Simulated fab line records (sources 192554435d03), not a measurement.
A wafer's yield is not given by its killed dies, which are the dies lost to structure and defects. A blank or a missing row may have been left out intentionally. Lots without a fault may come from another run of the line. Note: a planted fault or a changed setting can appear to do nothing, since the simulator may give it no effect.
fab line records | flow n5_finfet
[record] lots = 3 wafers = 9 last_day = 14
route steps=1938 shown BEOL_M4@1099 BEOL_M5@1112 PASSIVATION@1936
lots with no fault: from the same line, run without faults
start_h: the number of hours between the record's first day and the start of the first shown wafer of the lot | wait_h: how many hours have passed since the lot's step before this one | " unchanged from the row above | L1.1+2: several wafers, shown together as one row | - either no value or no given start | * or withheld: withheld | < > ~ a bound
route shown NAME@n: a module of which the file shows steps, and the number in the route of the first | usual: mean/standard deviation of fault-free wafers | same: alike in all rows | chamber/n: place in a boat | sites: each site's reading | _std_site: how widely they spread, as a standard deviation | _edge_site: mean of outer sites minus mean of inner sites | radius_mm: for every site, how far away it sits from the centre of the wafer | mask NAME#n: copy n | behind: the last tool/chamber to shape the wafer | hold: the reason the lot was held/the length of the hold in hours/how it ended | device: names the non-switching transistor (n, p or np) | end of line: the tests these same wafers got at the end of their route | for a step that has no rows: nothing shown but its recipe | killed: at the first sort, the dies lost to defects and structure; wafer yield is something else | map: a wafer's dies, x killed, . not, _ none there
set.NAME: setting as actually run; set.NAME@STEP: the setting as run at that earlier step | model.NAME: the simulator's own value behind a step, which no gauge read
certain route steps with their lots: each step a table, each wafer a row
[[steps]]
[step N5_BEOL_M4_ANNEAL_95]
[recipe] temp_c = 400 time_s = 240 ambient = vacuum
[step N5_BEOL_M4_SPUTTER_96]
[recipe] material = Cu target_thk_a = 45 temp_c = -20 chamber_pressure_pa = 0.07 power_w = withheld time_s = 8.29
[step N5_BEOL_M4_ECD_50]
[recipe] material = Cu target_thk_a = 3000
[step N5_BEOL_M4_ANNEAL_51]
[recipe] temp_c = 225 time_s = 90 ambient = N2
[step N5_BEOL_M4_CMP_52]
[recipe] stop_on = SiOC t_overpolish_s = 6.8 down_force_psi = 1 platen_rpm = 50 clearing_platen_down_force_psi = 1.5 clearing_platen_rpm = 50 post_cmp_clean = cu_alkaline target_thk_nm = 40 clearing_platen_pad_velocity_m_s = 0.99484 pad_velocity_m_s = 0.99484
[step N5_BEOL_M4_PRE_CLEAN_60]
[recipe] gas = NH3/H2 time_s = 15 temp_c = * rf_power_w = 300
[step N5_BEOL_M4_CO_CAP_55]
[recipe] material = Co target_thk_a = 20 temp_c = 200 precursor = CCTBA/H2 pressure_torr = 30 time_s = 102.1
[step N5_BEOL_M4_PRE_CLEAN_56]
[recipe] gas = NH3 time_s = 15 temp_c = withheld rf_power_w = 300
[step N5_BEOL_M4_DEP_57]
[recipe] material = SiCN target_thk_a = 80 temp_c = withheld precursor = 3MS/NH3 pressure_torr = 3 rf_w = 202 time_s = 14
[step N5_BEOL_M4_RC_MEAS_101]
[usual] DIBL_N = 36.4/1.3 DIBL_P = 36.5/1.7 IOFF_N = 0.154/0.022 IOFF_P = 0.202/0.025 ION_N = 671/9.8 ION_P = 460/6.8 SS_N = 71.6/0.54 SS_P = 73.4/0.58 VT_N = 250.9/2.8 VT_P = -251.4/2.7
// columns lot.wafer tool chamber start_h wait_h DIBL_N[mV/V] DIBL_P[mV/V] IOFF_N[nA/um] IOFF_P[nA/um] ION_N[uA/um] ION_P[uA/um] SS_N[mV/dec] SS_P[mV/dec] VT_N[mV] VT_P[mV]
L780.3 prober-02 0 175.91 0.3 38.6 38.6 0.195 0.227 683 461 72.3 74.1 248.4 -252.8
L780.5 " 0 " " 36.7 36.6 0.159 0.193 674 454 71.5 73.1 252.6 -253.6
L780.6 " 0 " " 35.7 35.6 0.140 0.183 666 453 71.4 73.6 252.6 -255.7
L782.1 prober-02 0 177.79 0.0 37.4 36.4 0.146 0.175 659 448 71.6 73.0 250.6 -255.2
L782.2 " 0 " " 38.3 38.3 0.163 0.193 662 447 71.6 73.2 253.5 -253.6
L782.4 " 0 " " 37.6 37.2 0.156 0.190 678 459 70.8 73.3 251.2 -256.1
L787.1 prober-01 0 224.24 0.0 37.1 38.2 0.170 0.210 677 459 72.1 73.5 248.3 -252.3
L787.3 " 0 " " 37.0 38.3 0.168 0.211 666 455 72.5 73.1 251.1 -252.3
L787.4 " 0 " " 35.2 36.1 0.137 0.183 666 459 71.1 72.8 250.0 -251.6
[step N5_BEOL_M5_ILD_DEP_00]
[recipe] material = SiCOH_lowk target_thk_a = 1406.4 temp_c = 300 precursor = DEMS/porogen pressure_torr = 5 rf_w = 500 time_s = 25.9
[step N5_BEOL_M5_CURE_79]
[recipe] temp_c = 385 time_s = 240 ambient = He/Ar material = SiCOH_lowk
[step N5_BEOL_M5_PECVD_70]
[recipe] material = SiO2 target_thk_a = 160 temp_c = 400 precursor = TEOS/O2 pressure_torr = 5.5 rf_w = 450 teos_flow_sccm = 53.8 gas = O2 flow_sccm = 3000 time_s = 18
[step N5_BEOL_M5_HM_DEP_02]
[recipe] material = TiN target_thk_a = 200 temp_c = 25 chamber_pressure_pa = 0.49996
[step N5_BEOL_M5_COAT_59]
[recipe] resist = SOC temp_c = 250 time_s = 60 spin_rpm = 1500 resist_thk_nm = 60
[step N5_BEOL_M5_COAT_60]
[recipe] resist = SiARC temp_c = 220 time_s = 60 spin_rpm = 1500 resist_thk_nm = 12
[step N5_BEOL_M5_COAT_71]
[recipe] resist = underlayer temp_c = 205 time_s = 60 spin_rpm = 1500 resist_thk_nm = 5
[step N5_BEOL_M5_COAT_05]
[recipe] resist = CAR-EUV spin_rpm = 1500 resist_thk_nm = 30
[step N5_BEOL_M5_EBR_07]
[recipe] solvent = PGMEA ebr_width_mm = 1.5
[step N5_BEOL_M5_SOFTBAKE_06]
[recipe] temp_c = 110 time_s = 60 resist = CAR-EUV
[step N5_BEOL_M5_EXPOSE_08]
[recipe] mask_id = M5 na = 0.33 source_shape = annular sigma_inner = 0.4 sigma_outer = 0.8 polarization = unpolarized target_cd_nm = 28 dose_mj = 35.75
[step N5_BEOL_M5_PEB_09]
[recipe] peb_temp_c = 100 peb_time_s = 60 resist = CAR-EUV
[step N5_BEOL_M5_DEVELOP_10]
[recipe] develop_time_s = 30 developer = TMAH resist = CAR-EUV rinse_liquid = surfactant_rinse dry = air_spin dev_temp_c = 23
[step N5_BEOL_M5_DESCUM_16]
[recipe] chemistry = O2 time_s = 7 source_power_w = 50 bias_power_w = 20 pressure_mtorr = 20 rf_frequency_hz = 2.712e+07 temp_c = 40 resist = CAR-EUV o2_flow_sccm = 225
[step N5_BEOL_M5_ETCH_72]
[recipe] chemistry = N2/H2 target = underlayer target_depth_a = 65 mask_material = CAR-EUV time_s = 5.2 ion_energy_ev = 200 pressure_mtorr = 30 source_w = 840 bias_w = 150 n2_flow_sccm = 200 h2_flow_sccm = 200 ends = cleared
[step N5_BEOL_M5_ETCH_61]
[recipe] chemistry = CF4 target = SiARC target_depth_a = 156 mask_material = CAR-EUV time_s = 26 ion_energy_ev = 80 pressure_mtorr = 40 source_w = 545 bias_w = 36 Ar_flow_sccm = 100 cf4_flow_sccm = 100 ends = cleared
[step N5_BEOL_M5_ETCH_62]
[recipe] chemistry = N2/H2 target = SOC target_depth_a = 750 overetch_a = 150 mask_material = SiARC temp_c = 40 time_s = 112.5 ion_energy_ev = 200 pressure_mtorr = 30 source_w = 840 bias_w = 150 n2_flow_sccm = 200 h2_flow_sccm = 200
[step N5_BEOL_M5_STRIP_63]
[recipe] chemistry = N2/H2 temp_c = 40 n2_flow_sccm = 200 h2_flow_sccm = 200 rf_frequency_hz = 6e+07
[step N5_BEOL_M5_STRIP_73]
[recipe] chemistry = N2/H2 temp_c = 40 n2_flow_sccm = 200 h2_flow_sccm = 200 rf_frequency_hz = 6e+07
[step N5_BEOL_M5_STRIP_64]
[recipe] chemistry = CF4 resist = SiARC power_w = 300 bias_power_w = 75 pressure_mtorr = 50 cf4_flow_sccm = 150 rf_frequency_hz = 6e+07
[step N5_BEOL_M5_HM_OPEN_17]
[recipe] chemistry = Cl2/BCl3 target_depth_a = 200 overetch_a = 60 target = TiN mask_material = SOC ion_energy_ev = 150 pressure_mtorr = 10 icp_w = 1000 bias_w = 126 Cl2_flow_sccm = 53.25 bcl3_flow_sccm = 21.75 Ar_flow_sccm = 25
[step N5_BEOL_M5_STRIP_19]
[recipe] chemistry = O2 power_w = 400 temp_c = 40 pressure_mtorr = 30 rf_frequency_hz = 6e+07 bias_power_w = 0 overash_fraction = 0.2 o2_flow_sccm = 225
[step N5_BEOL_M5_COAT_65]
[recipe] resist = SOC temp_c = 250 time_s = 60 spin_rpm = 1500 resist_thk_nm = 60
[step N5_BEOL_M5_COAT_66]
[recipe] resist = SiARC temp_c = 220 time_s = 60 spin_rpm = 1500 resist_thk_nm = 12
[step N5_BEOL_M5_ALD_86]
[recipe] material = TaN target_thk_a = * temp_c = 275 ald_precursor_family = PDMAT ald_co_reactant = NH3 pressure_torr = 3 carrier_flow_sccm = 1500 pulse_time_s = 2 purge_time_s = 3 co_reactant_purge_time_s = 2 co_reactant_pulse_time_s = 3 ald_cycles = 30 precursor_vessel_temp_c = 75 precursor_vessel_pressure_torr = 26.25 precursor_vessel_carrier_sccm = 1000
[usual] chamber_pressure_Torr = 2.999/0.0065 heater_power_w = 431/43
[same] pulse_time_s = 2
// columns lot.wafer tool chamber start_h wait_h chamber_pressure_Torr heater_power_w since_wet_clean_h
L780.3 ald_metal-02 3 182.99 0.3 3.001 437 6000
L780.5 " 2 " " 3.003 460 -
L780.6 " 3 " " 2.997 433 -
L782.1 ald_metal-04 3 185.50 0.2 3.010 395 2925
L782.2 " 1 " " 2.997 488 2925
L782.4 " 0 " " 3.004 429 2925
L787.1 ald_metal-02 0 231.96 0.3 3.002 457 6049
L787.3 " 3 " " 2.996 442 6049
L787.4 " 1 " " 2.998 387 6049
[step N5_PASSIVATION_PROBE_49]
[usual] defect_limited_yield = 91.1/1.3 killed_at_M0_to_M3 = 34/10 killed_at_M4_up = 14/5.7 killed_at_contacts = 12/5.9 killed_at_front_end = 41/12 killed_at_other = 4/3.1 killed_dies = 105/15 killed_on_rim = 14/4.2 killed_open = 69/11 killed_short = 35/7.8 sort_bin_4_leakage = 0/0 sort_bin_5_function = 5.3/0.81 sort_bin_6_memory = 3.3/0.75 sort_n_pass = 1075/15 sort_yield_pct = 91.1/1.3
[same] gross_dies = 1180 killed_at_back_side = 0 sort_bin_8_speed[%] = 0
// columns lot.wafer tool chamber start_h wait_h defect_limited_yield[%] killed_at_M0_to_M3 killed_at_M4_up killed_at_contacts killed_at_front_end killed_at_other killed_dies killed_on_rim killed_open killed_short sort_bin_4_leakage[%] sort_bin_5_function[%] sort_bin_6_memory[%] sort_n_pass sort_yield_pct[%]
L780.3 prober-02 - 275.56 0.1 93.5 14 15 8 38 2 77 10 59 17 0 3.4 3.0 1103 93.5
L780.5 prober-02 - 275.66 0.2 91.9 25 18 15 34 3 95 7 66 29 0 5.3 2.5 1085 91.9
L780.6 prober-02 - 275.71 0.3 91.4 40 11 7 43 0 101 17 65 33 0 5.4 2.7 1079 91.4
L782.4 prober-01 - 279.47 0.2 92.3 23 18 14 36 0 91 9 57 32 0 4.2 2.8 1089 92.3
L787.1 prober-01 - 324.50 0.0 91.1 34 20 9 40 2 105 16 61 35 0.34 5.1 3.3 1075 91.1
L787.3 prober-01 - 324.60 0.1 91.9 27 16 18 29 6 96 19 69 18 0 4.8 2.8 1084 91.9
L787.4 prober-01 - 324.65 0.2 93.6 27 11 0 34 3 75 11 44 24 0 3.9 2.0 1105 93.6
// killed by level:class
L780.3 STI_FIN_REVEAL:geometric_particle:open=10 BEOL_M4:geometric_particle:open=9 FIN_SAQP:geometric_particle:open=8 MOL_CONTACT_COAG:geometric_particle:open=8 FIN_SAQP:geometric_particle:short=7 BEOL_M2:geometric_particle:open=4 DUMMY_GATE:geometric_particle:open=3 BEOL_M3:geometric_particle:open=3
L780.5 MOL_CONTACT_COAG:geometric_particle:open=11 STI_FIN_REVEAL:geometric_particle:open=9 BEOL_M1:geometric_particle:open=9 BEOL_M4:geometric_particle:open=8 FIN_SAQP:geometric_particle:short=6 GATE_CUT:geometric_particle:open=5 BEOL_M0_SAQP:geometric_particle:short=5 MOL_CONTACT_COAG:geometric_particle:short=4
L780.6 STI_FIN_REVEAL:geometric_particle:open=16 BEOL_M0_SAQP:geometric_particle:short=9 BEOL_M3:geometric_particle:open=7 STI_FIN_REVEAL:geometric_particle:short=7 BEOL_M1:geometric_particle:open=7 BEOL_M2:geometric_particle:open=7 FIN_SAQP:geometric_particle:open=5 MOL_CONTACT_COAG:geometric_particle:open=5
L782.4 MOL_CONTACT_COAG:geometric_particle:open=12 GATE_CUT:geometric_particle:open=6 BEOL_M4:geometric_particle:open=6 BEOL_M1:geometric_particle:open=5 STI_FIN_REVEAL:geometric_particle:short=4 STI_FIN_REVEAL:geometric_particle:open=4 STARTING-WAFER:geometric_particle:short=4 BEOL_M5:geometric_particle:open=4
L787.1 BEOL_M0_SAQP:geometric_particle:open=15 STI_FIN_REVEAL:geometric_particle:open=10 BEOL_M0_SAQP:geometric_particle:short=10 MOL_CONTACT_COAG:geometric_particle:open=7 FIN_SAQP:geometric_particle:open=6 FIN_SAQP:geometric_particle:short=6 BEOL_M4:geometric_particle:open=5 GATE_CUT:geometric_particle:short=4
L787.3 MOL_CONTACT_COAG:geometric_particle:open=15 STI_FIN_REVEAL:geometric_particle:open=7 BEOL_M3:geometric_particle:open=6 STARTING-WAFER:geometric_particle:open=5 BEOL_M0_SAQP:geometric_particle:short=4 BEOL_M2:geometric_particle:open=4 HKMG_FIN:area_etch=4 MOL_CONTACT_COAG:geometric_particle:short=3
L787.4 BEOL_M0_SAQP:geometric_particle:open=9 STI_FIN_REVEAL:geometric_particle:open=7 BEOL_M0_SAQP:geometric_particle:short=7 FIN_SAQP:geometric_particle:open=5 FIN_SAQP:geometric_particle:short=5 DUMMY_GATE:geometric_particle:open=5 BEOL_M2:geometric_particle:open=3 BEOL_M5:geometric_particle:open=3
// map L787.1 (x killed, . not)
_________________............________________
______________.x.........x....x._____________
___________........x..xx..........x__________
__________............x..x..x......._________
________...........x.................._______
_______..............x.................______
______.x.....x...x..............x...x..._____
_____...x.............x...x....x.........____
____.x.x...xx............x.............x..___
___.......x...........x...................x__
___..x.............x...........x......x....__
__.x..................x........x...........x_
__..x..................................x.x.x_
_..................x.........x......x....x...
_........x...................................
_x...........x..................x............
_..........x...........................x.....
_..................x..x......................
_.......x......x.....x..........x.x..........
_..........................x.................
_..x...x.................x.xx....x...........
__....x..............................x...x.._
__.x............x..........x.....x.......xx._
___...x........................x......x.x..__
___.....x...................x..x...........__
____.x................xx.........x........___
_____...................x..x.............____
______.x.....x..........x..............._____
_______........x..x....................______
________....x............x......x....._______
__________..x......................._________
___________.....x....x....x.......x__________
______________..x...x....xx....._____________
_________________............________________
// map L780.6 (x killed, . not)
_________________............________________
______________.................._____________
___________.............x......x..x__________
__________...........x.............._________
________.............................._______
_______.................x..............______
______.x..............................x._____
_____.......x........x...................____
____..x...........x.......................___
___.......................x................__
___...x.....x...............x.....x..x..xx.__
__.x..x.x...xx..................x..........._
__..............xx.x.....xx.....x..........._
_............x.................x.......x.....
_...x............xx...........xx....x.x.x...x
_...............x.................x....x.....
_x.......x..x....x..x...x.............x.x...x
_.............x...xx...........x....x.x......
_........x.....x.....................x.x.....
_......................x............x.......x
_............................................
__..x.............................x........._
__..............x.x........................._
___.......................x................__
___x...........x............x...x...x......__
____.......x.......................xx.....___
_____..........................x.........____
______..........x...........x..........._____
_______.....................x......xx..______
________x..............x.......x....xx_______
__________.................x........_________
___________...............xx.......__________
______________....xx...........x_____________
_________________.xx.......x.________________
[[key]]
[first_sign] step = N5_PASSIVATION_PROBE_49 reading = sort_bin_4_leakage direction = up sigmas = 4 usual = 0 struck = 0.34
effect none on later readings
met_at N5_BEOL_M5_ALD_86
struck_wafers L787.1
[fault] kind = site_profile_drift tool = ald_metal-02 chamber = 0 onset_h = 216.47 steps = N5_BEOL_M5_ALD_86 basis = fraction max_abs_drift = 0.23299 slope_share_per_hr = 51.775 site_pattern = 0,0,0,0,0,-1,-1,-1,-1
